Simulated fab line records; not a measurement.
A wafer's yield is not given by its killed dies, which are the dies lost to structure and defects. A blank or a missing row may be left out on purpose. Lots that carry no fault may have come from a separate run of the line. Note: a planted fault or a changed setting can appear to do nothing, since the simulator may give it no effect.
2 desks, one fault | flow n5-finfet | each desk holds nothing but its own numbers, with what lay behind them at the end

## TOOL OWNER'S DESK, pvd-sputter-03
The tool's own readings at N5_BEOL_M7_SPUTTER_48 (material Cu, target thk 10 nm, time 1.667 s): means of the sampled wafers that have a number, for each lot that ran on this tool. Any lot whose mean is over 4 standard deviations away from the usual mean is out of limits and marked OUT; that distance is given in the brackets.
Columns: A = cathode-dc-power-W at N5_BEOL_M7_SPUTTER_48, usual 26000 W; B = throttle-valve-pct at N5_BEOL_M7_SPUTTER_48, usual 30.2 %
lot  | first seen here | A                       | B
L437 | day 10 01:55    | 25997                   | 30.2
L444 | day 11 21:58    | 26003                   | 29.8
L447 | day 13 05:17    | 25000 (-99 or more) OUT | 30.2
L454 | day 14 12:05    | 25004 (-99 or more) OUT | 30.4
This desk finds L447, L454 out of limits, L447 being first, at day 13 05:17 (cathode-dc-power-W at N5_BEOL_M7_SPUTTER_48). Within limits: L437, L444.

## THE METROLOGY DESK
What the gauges read, lot by lot, whatever tool the lot ran on: means of the sampled wafers that have a number. Any lot whose mean is over 4 standard deviations away from the usual mean is out of limits and marked OUT; that distance is given in the brackets.
Columns: A = M7_RS at N5_BEOL_M7_RS_MEAS_57, usual 0.290 ohm/sq
lot  | first seen here | A
L433 | day 9 06:26     | 0.281
L434 | day 9 11:01     | 0.297
L437 | day 10 02:52    | 0.295
L440 | day 10 19:39    | 0.291
L442 | day 11 13:17    | 0.278
L444 | day 11 23:04    | 0.277
L446 | day 12 21:37    | 0.285
L447 | day 13 06:13    | 0.295
L448 | day 13 08:49    | 0.294
L454 | day 14 13:08    | 0.287
L456 | day 15 13:47    | 0.290
Finding of this desk: none of the 11 lots has anything out of limits.

## ALL TOGETHER
At day 13 05:17, on L447, L454, the tool owner's desk was in a position to raise an alarm.
Metrology desk: nothing out of limits seen.
The metrology desk has L447, L454 on record, within its limits.
All the named lots went through N5_BEOL_M7_SPUTTER_48 on pvd-sputter-03.

## WHAT WAS PUT IN BY THE SIMULATOR
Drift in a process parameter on pvd-sputter-03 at N5_BEOL_M7_SPUTTER_48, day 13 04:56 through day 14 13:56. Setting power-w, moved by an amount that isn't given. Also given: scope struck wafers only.
Shown lots that were struck: L447, L454.
Time in hours from fault onset to the first out-of-limits reading at each desk: the tool owner's desk, 0.
